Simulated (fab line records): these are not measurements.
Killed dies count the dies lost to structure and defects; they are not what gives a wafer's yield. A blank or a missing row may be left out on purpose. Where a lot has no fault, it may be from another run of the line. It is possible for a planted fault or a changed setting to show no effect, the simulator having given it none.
Which tool is to blame? :: flow n5 finfet :: 10 lots (30 wafers sampled), 1 step of a 1938-step route

== WHAT THE GAUGES READ, wafer by wafer ==
N5_BEOL_M13_CD_MEAS_17 targets a cd of 190 nm.
lot: L919
measured: day 11 20:39
on: cd sem-01
cd nm (nm): 189.3 190.7 190.2

lot: L926
measured: day 12 18:04
on: cd sem-01
cd nm (nm): 191.1 191.0 190.7

lot: L927
measured: day 13 12:40
on: cd sem-02
cd nm (nm): 189.4 190.6 188.8

lot: L929
measured: day 13 21:55
on: cd sem-01
cd nm (nm): 189.2 189.9 191.3

lot: L930
measured: day 14 02:11
on: cd sem-03
cd nm (nm): 188.1 188.7 190.1

lot: L932
measured: day 14 13:43
on: cd sem-01
cd nm (nm): 190.3 189.3 190.1

lot: L933
measured: day 14 15:35
on: cd sem-01
cd nm (nm): 190.6 190.5 189.9

lot: L931
measured: day 14 23:25
on: cd sem-01
cd nm (nm): 189.1 188.9 189.2

lot: L936
measured: day 15 04:36
on: cd sem-02
cd nm (nm): 188.8 187.8 189.0

lot: L940
measured: day 17 03:28
on: cd sem-01
cd nm (nm): 189.6 192.2 189.7

== WHICH TOOL RAN EACH LOT (tool, then ch and the chambers of the sampled wafers, then the start) ==
Before these readings, the record contains no process step.

== THE ANSWER, worked out from the rows above alone ==
Rule: what is usual is taken from the lots themselves. The widest of any qualifying gaps counts: lots, ordered by their means at a reading, are off when they make up no more than a third of the lots, leave a main group of 4 or more, and stand apart from it by 3 or more times the standard deviation of that group's means. A main group whose means are all the same, to the digits that the tables above print for the reading, isn't used. Also off: a lot with no number at a reading for which 4 or more lots have one. Where the step has rows for the other lots, those lots are counted as sound.
No lot is off at any reading shown: from this, nothing can be told.

== WHAT HAD BEEN PUT IN BY THE SIMULATOR ==
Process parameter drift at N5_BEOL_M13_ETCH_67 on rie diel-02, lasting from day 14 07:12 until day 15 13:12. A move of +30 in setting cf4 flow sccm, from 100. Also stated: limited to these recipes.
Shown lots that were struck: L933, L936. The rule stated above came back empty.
